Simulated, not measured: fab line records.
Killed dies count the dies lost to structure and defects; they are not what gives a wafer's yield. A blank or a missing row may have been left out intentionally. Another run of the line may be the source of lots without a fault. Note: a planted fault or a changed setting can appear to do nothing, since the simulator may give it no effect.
Matching of chambers | flow nand harc | ald metal-04 running NHARC_A_BLC_ALD_23: 4 sister chambers
The step deposits TiN, target thk 3 nm, pulse time 1 s, ald cycles 150. 8 wafers are shown with their chamber, then 12 later ones without.

## WAFERS, EACH WITH ITS CHAMBER
wafer  | chamber | heater power w (W) | precursor pulse height rel
L083.2 | 3       | 910                | 1.001
L083.3 | 2       | 1177               | 0.978
L089.3 | 1       | 954                | 0.993
L089.4 | 0       | 1148               | 1.009
L089.6 | 1       | 969                | 1.057
L088.4 | 2       | 1118               | 1.032
L088.5 | 0       | 1260               | 0.967
L088.6 | 3       | 915                | 1.024

## WAFERS WHOSE CHAMBER IS MISSING
wafer  | heater power w (W) | precursor pulse height rel
L090.2 | 1156               | 1.018
L090.3 | 929                | 1.008
L090.6 | 910                | 0.986
L092.2 | 898                | 0.968
L092.3 | 1262               | 1.012
L092.4 | 915                | 1.038
L094.1 | 1235               | 0.996
L094.5 | 921                | 1.007
L094.6 | 1229               | 1.010
L095.1 | 1161               | 0.982
L095.4 | 921                | 0.986
L095.6 | 1240               | 1.020

## EACH ONE'S CHAMBER
wafer  | from the rows above     | in truth
L090.2 | can't be placed: 2 or 0 | 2
L090.3 | can't be placed: 3 or 1 | 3
L090.6 | can't be placed: 3 or 1 | 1
L092.2 | can't be placed: 3 or 1 | 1
L092.3 | can't be placed: 0 or 2 | 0
L092.4 | can't be placed: 3 or 1 | 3
L094.1 | can't be placed: 0 or 2 | 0
L094.5 | can't be placed: 3 or 1 | 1
L094.6 | can't be placed: 0 or 2 | 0
L095.1 | can't be placed: 2 or 0 | 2
L095.4 | can't be placed: 3 or 1 | 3
L095.6 | can't be placed: 0 or 2 | 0
Placed correctly: 0 of 12. Not placeable from these rows: 12 (in 12, the candidates include the true chamber). Number placed wrongly: 0.
How it was worked out, from the rows above alone: a wafer's distance from a chamber is the root of the sum, over the readings, of the square of ((its reading less the chamber's mean) divided by the reading's scatter). The wafer belongs to the nearest chamber; if the next one is less than 2 further off, it can't be placed. A chamber's mean is the mean of its shown wafers. The scatter is the square root of a quotient: the sum, over the shown wafers, of each reading's squared deviation from its chamber's mean, divided by wafers minus chambers.
